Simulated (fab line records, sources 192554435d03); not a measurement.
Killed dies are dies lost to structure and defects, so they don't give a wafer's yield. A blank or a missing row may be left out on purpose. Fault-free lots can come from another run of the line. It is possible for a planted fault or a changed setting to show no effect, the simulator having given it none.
What tool caused it? / flow n5_finfet / 12 lots, 36 wafers sampled, at 2 steps of a route of 1938

## WHAT THE GAUGES SHOWED, per wafer
N5_BEOL_M10_THK_MEAS_53: measures by xrf.
lot=L931; measured=day 10 10:45; on=film_metro-01; M10_THK (nm)=138 133 135
lot=L932; measured=day 10 16:59; on=film_metro-01; M10_THK (nm)=132 140 134
lot=L936; measured=day 11 13:22; on=film_metro-02; M10_THK (nm)=136 138 134
lot=L937; measured=day 11 17:50; on=film_metro-02; M10_THK (nm)=141 141 139
lot=L938; measured=day 11 20:01; on=film_metro-01; M10_THK (nm)=147 139 141
lot=L939; measured=day 12 06:21; on=film_metro-01; M10_THK (nm)=136 137 142
lot=L941; measured=day 12 10:51; on=film_metro-02; M10_THK (nm)=141 139 139
lot=L940; measured=day 12 15:11; on=film_metro-01; M10_THK (nm)=147 146 140
lot=L946; measured=day 15 01:48; on=film_metro-02; M10_THK (nm)=137 141 137
lot=L948; measured=day 15 15:39; on=film_metro-02; M10_THK (nm)=138 135 135
lot=L952; measured=day 16 23:12; on=film_metro-01; M10_THK (nm)=136 138 143
lot=L951; measured=day 18 06:49; on=film_metro-02; M10_THK (nm)=141 140 138

## WHAT TOOL EACH LOT RAN ON (gives the tool, then ch and the chambers of the sampled wafers, and finally the start)
lot=L931; N5_BEOL_M10_CURE_72=uv_cure-01 ch 1, day 10 07:43
lot=L932; N5_BEOL_M10_CURE_72=uv_cure-02 ch 1, day 10 15:04
lot=L936; N5_BEOL_M10_CURE_72=uv_cure-02 ch 2, day 11 11:31
lot=L937; N5_BEOL_M10_CURE_72=uv_cure-03 ch 1, day 11 15:53
lot=L938; N5_BEOL_M10_CURE_72=uv_cure-01 ch 0, day 11 16:07
lot=L939; N5_BEOL_M10_CURE_72=uv_cure-02 ch 2, day 12 04:07
lot=L941; N5_BEOL_M10_CURE_72=uv_cure-01 ch 1, day 12 08:46
lot=L940; N5_BEOL_M10_CURE_72=uv_cure-03 ch 2, day 12 10:39
lot=L946; N5_BEOL_M10_CURE_72=uv_cure-02 ch 0, day 14 23:36
lot=L948; N5_BEOL_M10_CURE_72=uv_cure-02 ch 2, day 15 13:11
lot=L952; N5_BEOL_M10_CURE_72=uv_cure-01 ch 2, day 16 18:59
lot=L951; N5_BEOL_M10_CURE_72=uv_cure-02 ch 0, day 18 02:56
- N5_BEOL_M10_CURE_72: cures SiCOH lowk, time 120 s.

## AS READ BY THE TOOLS THEMSELVES (means over the sampled wafers that have a number; for cases with no such wafer, the mark the record gives instead)
N5_BEOL_M10_CURE_72.
lot=L931; tool=uv_cure-01; lamp_power_pct (%)=52.35; wafer_temp_C_max=372.4
lot=L932; tool=uv_cure-02; lamp_power_pct (%)=52.32; wafer_temp_C_max=371.7
lot=L936; tool=uv_cure-02; lamp_power_pct (%)=52.33; wafer_temp_C_max=372.8
lot=L937; tool=uv_cure-03; lamp_power_pct (%)=52.32; wafer_temp_C_max=371.6
lot=L938; tool=uv_cure-01; lamp_power_pct (%)=52.32; wafer_temp_C_max=371.9
lot=L939; tool=uv_cure-02; lamp_power_pct (%)=52.33; wafer_temp_C_max=372.2
lot=L941; tool=uv_cure-01; lamp_power_pct (%)=52.25; wafer_temp_C_max=372.1
lot=L940; tool=uv_cure-03; lamp_power_pct (%)=52.30; wafer_temp_C_max=371.7
lot=L946; tool=uv_cure-02; lamp_power_pct (%)=52.29; wafer_temp_C_max=371.9
lot=L948; tool=uv_cure-02; lamp_power_pct (%)=52.27; wafer_temp_C_max=372.0
lot=L952; tool=uv_cure-01; lamp_power_pct (%)=52.33; wafer_temp_C_max=370.8
lot=L951; tool=uv_cure-02; lamp_power_pct (%)=52.32; wafer_temp_C_max=371.9

## THE ANSWER, worked out from the rows above alone
Rule: usual is defined by the lots themselves. The widest of any qualifying gaps counts: lots, ordered by their means at a reading, are off when they make up no more than a third of the lots, leave a main group of 4 or more, and stand apart from it by 3 or more times the standard deviation of that group's means. Not used: any main group whose means are identical at the precision the tables above print for the reading. Also off: a lot with no number at a reading for which 4 or more lots have one. All remaining lots with rows at the step are treated as sound. First the gauges in route order, then the tools' own readings, where a lot's mean is used as printed above. The first step at which some lot is off is used, and at that step the reading that is off furthest; a lot without a number counts as furthest.
No lot is off on any of the readings shown, so nothing can be concluded from this.

## WHAT WAS PUT IN BY THE SIMULATOR
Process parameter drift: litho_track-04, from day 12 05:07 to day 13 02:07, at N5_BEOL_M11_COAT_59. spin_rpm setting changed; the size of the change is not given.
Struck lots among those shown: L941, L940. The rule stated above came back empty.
